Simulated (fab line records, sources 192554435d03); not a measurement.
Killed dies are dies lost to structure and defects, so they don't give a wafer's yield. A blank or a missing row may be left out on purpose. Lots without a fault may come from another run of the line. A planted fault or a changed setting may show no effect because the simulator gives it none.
Split-lot experiment | flow n5_finfet | 7 lots, 21 wafers read, on a route of 1938 steps

THE SPLIT
At N5_BEOL_M3_COAT_67 (time 60 s, resist thk 60 nm), the setting spin_rpm was moved away from the recipe's 1500 rpm on 4 of the 21 wafers read, by -7.3% to +10.9%. The other wafers ran this setting at the recipe's value.

FROM THE SPLIT TO THE READING: what the file shows between them, 8 steps
- N5_BEOL_M3_COAT_76: time 60 s, resist thk 5 nm (also split here: spin_rpm)
- N5_BEOL_M3_COAT_22: resist thk 30 nm
- N5_BEOL_M3_EBR_24
- N5_BEOL_M3_DESCUM_33: chemistry O2, time 7 s
- N5_BEOL_M3_ETCH_77: etches underlayer in N2/H2, target depth 6.5 nm, time 5.2 s
- N5_BEOL_M3_ETCH_69: etches SiARC in CF4, target depth 15.6 nm, time 26 s
- N5_BEOL_M3_ALD_98: deposits SiO2, target thk 2.5 nm, pulse time 1 s, co reactant pulse time 1 s
- N5_BEOL_M3_ETCHBACK_99: etches SiO2 in CHF3, target depth 5 nm, time 10.4 s

THE READING
etch.depth_nm (the simulator's own value, which no gauge read), in nm, at N5_BEOL_M3_ETCH_70 (etches SOC in N2/H2, target depth 80 nm, overetch 16 nm, time 120 s). The file gives no usual value for it. The 17 wafers here that ran the recipe average 59.95 nm, standard deviation 0.23 nm.

wafer  | tool, chamber at the split | spin_rpm as run, rpm | against the recipe | etch.depth_nm, nm | against lot-mates on the recipe
L074.4 | litho_track-04, 0          | 1500                 | recipe             | 60.35             | -
L074.5 | litho_track-04, 0          | 1500                 | recipe             | 60.32             | -
L074.6 | litho_track-04, 0          | 1500                 | recipe             | 60.3              | -
L081.1 | litho_track-05, 0          | 1500                 | recipe             | 59.64             | -
L081.6 | litho_track-05, 0          | 1500                 | recipe             | 59.64             | -
L081.5 | litho_track-05, 0          | 1500                 | recipe             | 59.7              | -
L084.2 | litho_track-05, 0          | 1500                 | recipe             | 59.71             | -
L084.4 | litho_track-05, 0          | 1500                 | recipe             | 59.92             | -
L084.6 | litho_track-05, 0          | 1611                 | +7.4%              | 57.76             | -2.05
L086.2 | litho_track-03, 0          | 1500                 | recipe             | 59.81             | -
L086.3 | litho_track-03, 0          | 1500                 | recipe             | 59.67             | -
L086.4 | litho_track-03, 0          | 1500                 | recipe             | 59.85             | -
L088.2 | litho_track-04, 0          | 1500                 | recipe             | 60.09             | -
L088.4 | litho_track-04, 0          | 1500                 | recipe             | 60.07             | -
L088.6 | litho_track-04, 0          | 1500                 | recipe             | 60.02             | -
L093.1 | litho_track-03, 0          | 1391                 | -7.3%              | 62.43             | +2.40
L093.2 | litho_track-03, 0          | 1500                 | recipe             | 60.1              | -
L093.3 | litho_track-03, 0          | 1500                 | recipe             | 59.96             | -
L094.2 | litho_track-05, 0          | 1664                 | +10.9%             | 57.07             | -2.98
L094.3 | litho_track-05, 0          | 1500                 | recipe             | 60.05             | -
L094.4 | litho_track-05, 0          | 1664                 | +10.9%             | 57.28             | -2.77

THE FIT
A straight line over all 21 wafers: etch.depth_nm changes by -0.276 nm for each +1% of spin_rpm; r = -0.98; the points scatter about the line by 0.26 nm.
The same after taking each lot's own level away (the mean of its wafers on the recipe; 21 wafers): -0.278 nm for each +1%; r = -0.99; scatter 0.12 nm.
On that fit, the largest move of spin_rpm shifts the reading by 3 nm.
The lots' own levels span 59.660 to 60.323 nm, that is 2.9 times the standard deviation above.
So the lot-to-lot level changes the slope little: the two slopes agree.
Check: with one of the wafers moved furthest among these (+10.9%) left out of the fit, the line predicts -3.01 nm for it against its lot-mates. It came out at -2.98 nm against them.

OTHER SPLITS ON THESE WAFERS
These wafers also went through other splits before the reading. Each is held against what the fit with the lots' levels taken away leaves over:
other split on the same wafers | wafers away from the commonest value | r with etch.depth_nm (lot level and that fit taken away)
N5_BEOL_M2_ETCH_69 bias_w      | 9                                    | +0.28
N5_BEOL_M3_COAT_76 spin_rpm    | 4                                    | -0.08

THE WHOLE CHAIN: every reading that the file lists as answering this split, in the file's order
step               | what it does                                                        | reading                                                                        | change (the file's fit)               | r (the file's)
N5_BEOL_M3_COAT_67 | time 60 s, resist thk 60 nm                                         | SOC_of_BEOL_M3_COAT_67.thk_nm (the simulator's own value, which no gauge read) | -0.285 nm for each +1% of the setting | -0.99
N5_BEOL_M3_ETCH_70 | etches SOC in N2/H2, target depth 80 nm, overetch 16 nm, time 120 s | etch.depth_nm (the simulator's own value, which no gauge read)                 | -0.282 nm for each +1% of the setting | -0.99

THE FILE'S OWN FIT
etch.depth_nm changes by -0.282 nm for each +1% of spin_rpm, r = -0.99.
